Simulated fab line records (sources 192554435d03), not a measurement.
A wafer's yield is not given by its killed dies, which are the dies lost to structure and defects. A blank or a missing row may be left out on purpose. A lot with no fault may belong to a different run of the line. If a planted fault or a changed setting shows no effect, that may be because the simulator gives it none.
Split-lot trial    flow n5Finfet    7 lots, 21 wafers read, on a route of 1938 steps

ON THE SPLIT
At N5_FIN_SAQP_ETCH_69 (etches SOC in N2/H2, stops on SiNx, target depth 150 nm), the setting targetDepthA was moved away from the recipe's 1500 angstrom on 7 of the 21 wafers read, by -10.5% to +12.0%. This setting was run at the recipe's value on the other wafers.

The split's own step is where the reading is taken.

THE READING
SOC_of_FIN_SAQP_COAT_68.thkNm (the simulator's own value, which no gauge read), in nm, at N5_FIN_SAQP_ETCH_69 (etches SOC in N2/H2, stops on SiNx, target depth 150 nm). No usual value for it is given in the file. Average 4.6 nm, standard deviation 0.91 nm, over the 14 wafers here run with the recipe.

wafer   tool, chamber at the split  targetDepthA as run, angstrom  against the recipe  SOC_of_FIN_SAQP_COAT_68.thkNm, nm  against lot-mates on the recipe
L074.1  rieDiel-05, 2,3             1680                           +12.0%              0                                  -4.6
L074.2  rieDiel-05, 2,3             1680                           +12.0%              0                                  -4.6
L074.5  rieDiel-05, 2               1500                           recipe              4.6                                -
L075.1  rieDiel-05, 3               1500                           recipe              4.2                                -
L075.2  rieDiel-05, 1               1343                           -10.5%              14.6                               +10.4
L075.3  rieDiel-05, 2               1343                           -10.5%              14.6                               +10.4
L078.1  rieDiel-04, 1               1500                           recipe              4.2                                -
L078.4  rieDiel-04, 0               1500                           recipe              5.4                                -
L078.5  rieDiel-04, 0               1500                           recipe              3.8                                -
L083.3  rieDiel-01, 2               1500                           recipe              5.6                                -
L083.5  rieDiel-01, 2               1500                           recipe              5.6                                -
L083.6  rieDiel-01, 0               1500                           recipe              4.4                                -
L094.1  rieDiel-04, 2               1500                           recipe              4.8                                -
L094.2  rieDiel-04, 0               1500                           recipe              4.2                                -
L094.3  rieDiel-04, 1               1500                           recipe              2.6                                -
L096.2  rieDiel-01, 3               1604                           +6.9%               0                                  -4.5
L096.3  rieDiel-01, 0               1500                           recipe              4                                  -
L096.4  rieDiel-01, 1               1500                           recipe              5                                  -
L097.3  rieDiel-01, 1               1500                           recipe              6.4                                -
L097.4  rieDiel-01, 0               1418                           -5.5%               10                                 +3.6
L097.5  rieDiel-01, 3               1418                           -5.5%               10.8                               +4.4
Where a row lists several chambers, the file gives one row for several wafers and doesn't say which wafer went through which chamber.

THE FIT
A straight line over all 21 wafers: SOC_of_FIN_SAQP_COAT_68.thkNm changes by -0.674 nm for each +1% of targetDepthA; r = -0.92; the points scatter about the line by 1.6 nm.
The same after taking each lot's own level away (the mean of its wafers on the recipe; 21 wafers): -0.654 nm for each +1%; r = -0.93; scatter 1.5 nm.
According to that fit, moving targetDepthA by its largest amount changes the reading by 7.9 nm.
From 3.87 to 6.40 nm: that is the span of the lots' own levels, equal to 2.8 times the standard deviation above.
The two slopes agree, so the slope changes little with the lot-to-lot level.
Check: for one of the wafers moved furthest among these (+12.0%), held out of the fit, the line's prediction against its lot-mates is -8.18 nm. Against them it came out at -4.6 nm.

ADDITIONAL SPLITS CARRIED BY THESE WAFERS
These wafers also went through other splits before the reading. Each is held against what the fit with the lots' levels taken away leaves over:
other split on the same wafers  wafers away from the commonest value  r with SOC_of_FIN_SAQP_COAT_68.thkNm (lot level and that fit taken away)
N5_ZERO_LAYER_EXPOSE_08 doseMj  4                                     +0.34
N5_ZERO_LAYER_PEB_09 pebTimeS   as run: not given for these wafers    -
N5_WELL_APT_EXPOSE_05 doseMj    6                                     +0.34
N5_WELL_APT_COAT_19 spinRpm     10                                    -0.35
N5_FIN_SAQP_ALD_61 tempC        5                                     +0.09
N5_FIN_SAQP_PECVD_06 timeS      4                                     +0.10

THE WHOLE CHAIN: every reading that the file lists as answering this split, in the file's order
step                 what it does                                             reading                                                                         change (the file's fit)                                                           r (the file's)
N5_FIN_SAQP_ETCH_69  etches SOC in N2/H2, stops on SiNx, target depth 150 nm  SOC_of_FIN_SAQP_COAT_68.thkNm (the simulator's own value, which no gauge read)  -0.655 nm for each +1% of the setting                                             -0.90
N5_FIN_SAQP_ETCH_69  etches SOC in N2/H2, stops on SiNx, target depth 150 nm  etch.depthNm (the simulator's own value, which no gauge read)                   not straight: 49.47 at the lowest setting, 54.8 at the recipe, 55 at the highest  not given

THE FILE'S OWN FIT
SOC_of_FIN_SAQP_COAT_68.thkNm changes by -0.655 nm for each +1% of targetDepthA, r = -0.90.
